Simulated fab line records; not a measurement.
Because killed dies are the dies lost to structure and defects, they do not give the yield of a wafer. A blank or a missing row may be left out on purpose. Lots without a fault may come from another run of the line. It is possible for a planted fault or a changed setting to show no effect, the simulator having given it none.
Which tool is to blame? :: flow nand harc :: 12 lots with 36 wafers sampled at 6 steps, on a route of 1302 steps

WHAT THE GAUGES SHOWED, per wafer
NHARC_A_ONON_D1_THK_MEAS_11: measures by ellipsometry.
lot: L124
measured: day 8 00:31
on: film metro-02
thk nm (nm): 1006 1007 1007

lot: L126
measured: day 8 14:11
on: film metro-01
thk nm (nm): 1007 1007 1009

lot: L127
measured: day 9 03:32
on: film metro-01
thk nm (nm): 1001 999 1001

lot: L131
measured: day 10 09:31
on: film metro-02
thk nm (nm): 996 995 995

lot: L134
measured: day 12 03:59
on: film metro-02
thk nm (nm): 1523 1524 1521

lot: L135
measured: day 12 09:43
on: film metro-02
thk nm (nm): 1502 1502 1502

lot: L142
measured: day 15 17:07
on: film metro-01
thk nm (nm): 995 994 995

lot: L143
measured: day 16 01:49
on: film metro-01
thk nm (nm): 981 981 980

lot: L144
measured: day 16 08:05
on: film metro-01
thk nm (nm): 999 1001 1001

lot: L145
measured: day 16 19:47
on: film metro-01
thk nm (nm): 1007 1004 1004

lot: L146
measured: day 16 23:25
on: film metro-01
thk nm (nm): 1002 1002 1002

lot: L147
measured: day 17 11:15
on: film metro-02
thk nm (nm): 1009 1009 1008

NHARC_END_SORT_01.
lot: L134
measured: day 29 13:35
on: prober-01
killed at array: 667 675 675
killed at other: 5 1 1
killed at periphery: 5 1 1
killed dies: 677 677 677
killed open: 2 3 1
killed short: 5 4 4

lot: L135
measured: day 28 22:21
on: prober-02
killed at array: 671 668 674
killed at other: 2 0 0
killed at periphery: 4 9 3
killed dies: 677 677 677
killed open: 2 2 3
killed short: 3 1 0

WHAT TOOL EACH LOT RAN ON (gives the tool, then ch and the chambers of the sampled wafers, and finally the start)
lot: L124
NHARC_A_ZERO_WELL_DESCUM_12: rie diel-12 ch 0,2,3, day 6 23:49
NHARC_A_ZERO_WELL_ETCH_19: rie diel-12 ch 0,1,3, day 6 23:53
NHARC_A_ONON_D1_DEP_09: pecvd onon-04 ch 0, day 8 00:07
NHARC_A_CHANNEL_HOLE_D1_DEP_00: acl dep-01 ch 0, day 8 12:22

lot: L126
NHARC_A_ZERO_WELL_DESCUM_12: rie diel-12 ch 1,3, day 7 13:55
NHARC_A_ZERO_WELL_ETCH_19: rie diel-12 ch 1,2,3, day 7 13:59
NHARC_A_ONON_D1_DEP_09: pecvd onon-04 ch 0, day 8 13:47
NHARC_A_CHANNEL_HOLE_D1_DEP_00: acl dep-01 ch 0, day 9 09:25

lot: L127
NHARC_A_ZERO_WELL_DESCUM_12: rie diel-04 ch 0,1,2, day 8 03:35
NHARC_A_ZERO_WELL_ETCH_19: rie diel-04 ch 1,2,3, day 8 03:41
NHARC_A_ONON_D1_DEP_09: pecvd onon-03 ch 0, day 9 03:02
NHARC_A_CHANNEL_HOLE_D1_DEP_00: acl dep-02 ch 0, day 9 18:50

lot: L131
NHARC_A_ZERO_WELL_DESCUM_12: rie diel-04 ch 0,1,2, day 9 11:46
NHARC_A_ZERO_WELL_ETCH_19: rie diel-04 ch 0,1,2, day 9 11:52
NHARC_A_ONON_D1_DEP_09: pecvd onon-03 ch 0, day 10 09:00
NHARC_A_CHANNEL_HOLE_D1_DEP_00: acl dep-02 ch 0, day 10 23:00

lot: L134
NHARC_A_ZERO_WELL_DESCUM_12: rie diel-12 ch 1,2,3, day 11 04:41
NHARC_A_ZERO_WELL_ETCH_19: rie diel-12 ch 1,2,3, day 11 04:46
NHARC_A_ONON_D1_DEP_09: pecvd onon-02 ch 0, day 12 03:29
NHARC_A_CHANNEL_HOLE_D1_DEP_00: -

lot: L135
NHARC_A_ZERO_WELL_DESCUM_12: rie diel-08 ch 0,3, day 11 10:13
NHARC_A_ZERO_WELL_ETCH_19: rie diel-08 ch 1,2,3, day 11 10:18
NHARC_A_ONON_D1_DEP_09: pecvd onon-02 ch 0, day 12 09:13
NHARC_A_CHANNEL_HOLE_D1_DEP_00: -

lot: L142
NHARC_A_ZERO_WELL_DESCUM_12: rie diel-12 ch 0,1,3, day 14 14:26
NHARC_A_ZERO_WELL_ETCH_19: rie diel-12 ch 0,1,2, day 14 14:32
NHARC_A_ONON_D1_DEP_09: pecvd onon-04 ch 0, day 15 16:36
NHARC_A_CHANNEL_HOLE_D1_DEP_00: acl dep-02 ch 0, day 16 04:09

lot: L143
NHARC_A_ZERO_WELL_DESCUM_12: rie diel-12 ch 0,2,3, day 15 00:49
NHARC_A_ZERO_WELL_ETCH_19: rie diel-12 ch 0,2,3, day 15 00:55
NHARC_A_ONON_D1_DEP_09: pecvd onon-04 ch 0, day 16 01:22
NHARC_A_CHANNEL_HOLE_D1_DEP_00: acl dep-02 ch 0, day 16 19:47

lot: L144
NHARC_A_ZERO_WELL_DESCUM_12: rie diel-12 ch 0,1,3, day 15 08:10
NHARC_A_ZERO_WELL_ETCH_19: rie diel-12 ch 0,2,3, day 15 08:14
NHARC_A_ONON_D1_DEP_09: pecvd onon-03 ch 0, day 16 07:34
NHARC_A_CHANNEL_HOLE_D1_DEP_00: acl dep-02 ch 0, day 17 02:13

lot: L145
NHARC_A_ZERO_WELL_DESCUM_12: rie diel-12 ch 0,1, day 15 20:14
NHARC_A_ZERO_WELL_ETCH_19: rie diel-12 ch 0,3, day 15 20:18
NHARC_A_ONON_D1_DEP_09: pecvd onon-02 ch 0, day 16 19:17
NHARC_A_CHANNEL_HOLE_D1_DEP_00: acl dep-01 ch 0, day 17 09:05

lot: L146
NHARC_A_ZERO_WELL_DESCUM_12: rie diel-12 ch 0,1,2, day 15 23:26
NHARC_A_ZERO_WELL_ETCH_19: rie diel-12 ch 0,1,2, day 15 23:31
NHARC_A_ONON_D1_DEP_09: pecvd onon-03 ch 0, day 16 22:55
NHARC_A_CHANNEL_HOLE_D1_DEP_00: acl dep-03 ch 0, day 17 14:55

lot: L147
NHARC_A_ZERO_WELL_DESCUM_12: rie diel-12 ch 1,2, day 16 11:32
NHARC_A_ZERO_WELL_ETCH_19: rie diel-12 ch 0,1,3, day 16 11:38
NHARC_A_ONON_D1_DEP_09: pecvd onon-02 ch 0, day 17 10:51
NHARC_A_CHANNEL_HOLE_D1_DEP_00: acl dep-02 ch 0, day 17 23:13
- NHARC_A_ZERO_WELL_DESCUM_12: chemistry O2, time 3 s.
- NHARC_A_ZERO_WELL_ETCH_19: etches the open film in N2/H2, target depth 80 nm, overetch 24 nm, time 87.88 s.
- NHARC_A_ONON_D1_DEP_09: target thk 1000 nm.
- NHARC_A_CHANNEL_HOLE_D1_DEP_00: deposits aC, target thk 3100 nm.

AS READ BY THE TOOLS THEMSELVES (means over the sampled wafers that have a number; for cases with no such wafer, the mark the record gives instead)
NHARC_A_ZERO_WELL_DESCUM_12.
lot: L124
tool: rie diel-12
drypump motor current A (A): 5.5
mfc ar sccm (sccm): 0.003
oes product au (a.u.): 1.012
rf vpp V (V): 57.9
showerhead plenum p Torr (Torr): 1.95
throttle valve pct (%): 11.306

lot: L126
tool: rie diel-12
drypump motor current A (A): 5.2
mfc ar sccm (sccm): 0.009
oes product au (a.u.): 0.997
rf vpp V (V): 58.1
showerhead plenum p Torr (Torr): 1.96
throttle valve pct (%): 11.315

lot: L127
tool: rie diel-04
drypump motor current A (A): 5.8
mfc ar sccm (sccm): 0.012
oes product au (a.u.): 1.008
rf vpp V (V): 57.4
showerhead plenum p Torr (Torr): 1.88
throttle valve pct (%): 11.308

lot: L131
tool: rie diel-04
drypump motor current A (A): 5.7
mfc ar sccm (sccm): 0.012
oes product au (a.u.): 1.002
rf vpp V (V): 57.2
showerhead plenum p Torr (Torr): 1.88
throttle valve pct (%): 11.307

lot: L134
tool: rie diel-12
drypump motor current A (A): 5.6
mfc ar sccm (sccm): 0.007
oes product au (a.u.): 1.000
rf vpp V (V): 57.9
showerhead plenum p Torr (Torr): 1.92
throttle valve pct (%): 11.310

lot: L135
tool: rie diel-08
drypump motor current A (A): 5.4
mfc ar sccm (sccm): 0.008
oes product au (a.u.): 1.000
rf vpp V (V): 58.0
showerhead plenum p Torr (Torr): 1.92
throttle valve pct (%): 11.304

lot: L142
tool: rie diel-12
drypump motor current A (A): 5.1
mfc ar sccm (sccm): 0.005
oes product au (a.u.): 0.998
rf vpp V (V): 57.4
showerhead plenum p Torr (Torr): 1.98
throttle valve pct (%): 11.307

lot: L143
tool: rie diel-12
drypump motor current A (A): 5.5
mfc ar sccm (sccm): 0.003
oes product au (a.u.): 1.005
rf vpp V (V): 57.4
showerhead plenum p Torr (Torr): 1.95
throttle valve pct (%): 11.307

lot: L144
tool: rie diel-12
drypump motor current A (A): 5.1
mfc ar sccm (sccm): 0.005
oes product au (a.u.): 0.994
rf vpp V (V): 57.8
showerhead plenum p Torr (Torr): 1.98
throttle valve pct (%): 11.308

lot: L145
tool: rie diel-12
drypump motor current A (A): 5.2
mfc ar sccm (sccm): 0.005
oes product au (a.u.): 0.988
rf vpp V (V): 58.1
showerhead plenum p Torr (Torr): 2.00
throttle valve pct (%): 11.312

lot: L146
tool: rie diel-12
drypump motor current A (A): 5.6
mfc ar sccm (sccm): 0.007
oes product au (a.u.): 0.998
rf vpp V (V): 57.4
showerhead plenum p Torr (Torr): 1.94
throttle valve pct (%): 11.316

lot: L147
tool: rie diel-12
drypump motor current A (A): 6.0
mfc ar sccm (sccm): 0.010
oes product au (a.u.): 1.003
rf vpp V (V): 58.4
showerhead plenum p Torr (Torr): 1.87
throttle valve pct (%): 11.314

NHARC_A_ZERO_WELL_ETCH_19.
lot: L124
tool: rie diel-12
drypump motor current A (A): 5.1
mfc ar sccm (sccm): 0.005
oes product au (a.u.): 1.008
rf vpp V (V): 432.6
showerhead plenum p Torr (Torr): 2.12
throttle valve pct (%): 14.167

lot: L126
tool: rie diel-12
drypump motor current A (A): 5.6
mfc ar sccm (sccm): 0.007
oes product au (a.u.): 1.011
rf vpp V (V): 430.5
showerhead plenum p Torr (Torr): 2.05
throttle valve pct (%): 14.170

lot: L127
tool: rie diel-04
drypump motor current A (A): 5.7
mfc ar sccm (sccm): 0.003
oes product au (a.u.): 1.001
rf vpp V (V): 432.3
showerhead plenum p Torr (Torr): 2.10
throttle valve pct (%): 14.165

lot: L131
tool: rie diel-04
drypump motor current A (A): 5.8
mfc ar sccm (sccm): 0.012
oes product au (a.u.): 0.992
rf vpp V (V): 429.8
showerhead plenum p Torr (Torr): 2.01
throttle valve pct (%): 14.170

lot: L134
tool: rie diel-12
drypump motor current A (A): 5.5
mfc ar sccm (sccm): 0.007
oes product au (a.u.): 1.001
rf vpp V (V): 431.1
showerhead plenum p Torr (Torr): 2.05
throttle valve pct (%): 14.166

lot: L135
tool: rie diel-08
drypump motor current A (A): 5.8
mfc ar sccm (sccm): 0.006
oes product au (a.u.): 1.012
rf vpp V (V): 430.9
showerhead plenum p Torr (Torr): 2.06
throttle valve pct (%): 14.172

lot: L142
tool: rie diel-12
drypump motor current A (A): 5.6
mfc ar sccm (sccm): 0.007
oes product au (a.u.): 1.011
rf vpp V (V): 431.1
showerhead plenum p Torr (Torr): 2.07
throttle valve pct (%): 14.169

lot: L143
tool: rie diel-12
drypump motor current A (A): 5.5
mfc ar sccm (sccm): 0.003
oes product au (a.u.): 0.995
rf vpp V (V): 431.3
showerhead plenum p Torr (Torr): 2.08
throttle valve pct (%): 14.164

lot: L144
tool: rie diel-12
drypump motor current A (A): 5.5
mfc ar sccm (sccm): 0.003
oes product au (a.u.): 0.995
rf vpp V (V): 431.8
showerhead plenum p Torr (Torr): 2.08
throttle valve pct (%): 14.168

lot: L145
tool: rie diel-12
drypump motor current A (A): 5.1
mfc ar sccm (sccm): 0.000
oes product au (a.u.): 0.999
rf vpp V (V): 434.2
showerhead plenum p Torr (Torr): 2.15
throttle valve pct (%): 14.176

lot: L146
tool: rie diel-12
drypump motor current A (A): 5.6
mfc ar sccm (sccm): 0.007
oes product au (a.u.): 1.008
rf vpp V (V): 431.5
showerhead plenum p Torr (Torr): 2.07
throttle valve pct (%): 14.161

lot: L147
tool: rie diel-12
drypump motor current A (A): 5.1
mfc ar sccm (sccm): 0.005
oes product au (a.u.): 0.998
rf vpp V (V): 432.3
showerhead plenum p Torr (Torr): 2.12
throttle valve pct (%): 14.170

NHARC_A_CHANNEL_HOLE_D1_DEP_00.
lot: L124
tool: acl dep-01
throttle valve pct (%): 35.006

lot: L126
tool: acl dep-01
throttle valve pct (%): 35.001

lot: L127
tool: acl dep-02
throttle valve pct (%): 35.006

lot: L131
tool: acl dep-02
throttle valve pct (%): 35.001

lot: L142
tool: acl dep-02
throttle valve pct (%): 34.998

lot: L143
tool: acl dep-02
throttle valve pct (%): 34.990

lot: L144
tool: acl dep-02
throttle valve pct (%): 35.001

lot: L145
tool: acl dep-01
throttle valve pct (%): 34.992

lot: L146
tool: acl dep-03
throttle valve pct (%): 34.994

lot: L147
tool: acl dep-02
throttle valve pct (%): 35.005

THE ANSWER, worked out from the rows above alone
Rule: what is usual is taken from the lots themselves. Put in order of their means at a reading, lots are off if they are a third of the lots or fewer, leave a main group of 4 or more, and stand apart from it by a gap of 3 or more times the standard deviation of the main group's means; of several such gaps the widest counts. A main group is skipped when, at the precision printed for the reading in the tables above, its means are all equal. Also off: a lot with no number at a reading for which 4 or more lots have one. All remaining lots with rows at the step are treated as sound. After the gauges, taken in route order, come the tools' own readings; for these a lot's mean is taken, as printed above. At the first step where some lot is off, the reading lying furthest off is the one used; lots without a number count as furthest.
Off: L134, L135, at NHARC_A_ONON_D1_THK_MEAS_11 (thk nm). The main group: mean 1000 nm, standard deviation 7.9.
If a tool, at a process step before that reading, ran all the lots that are off and no sound lot after the first of them, it fits. Those tools and the gauges at NHARC_A_ONON_D1_THK_MEAS_11 are tried in the same way. No candidate that was tried fits.

WHAT THE SIMULATOR PUT IN
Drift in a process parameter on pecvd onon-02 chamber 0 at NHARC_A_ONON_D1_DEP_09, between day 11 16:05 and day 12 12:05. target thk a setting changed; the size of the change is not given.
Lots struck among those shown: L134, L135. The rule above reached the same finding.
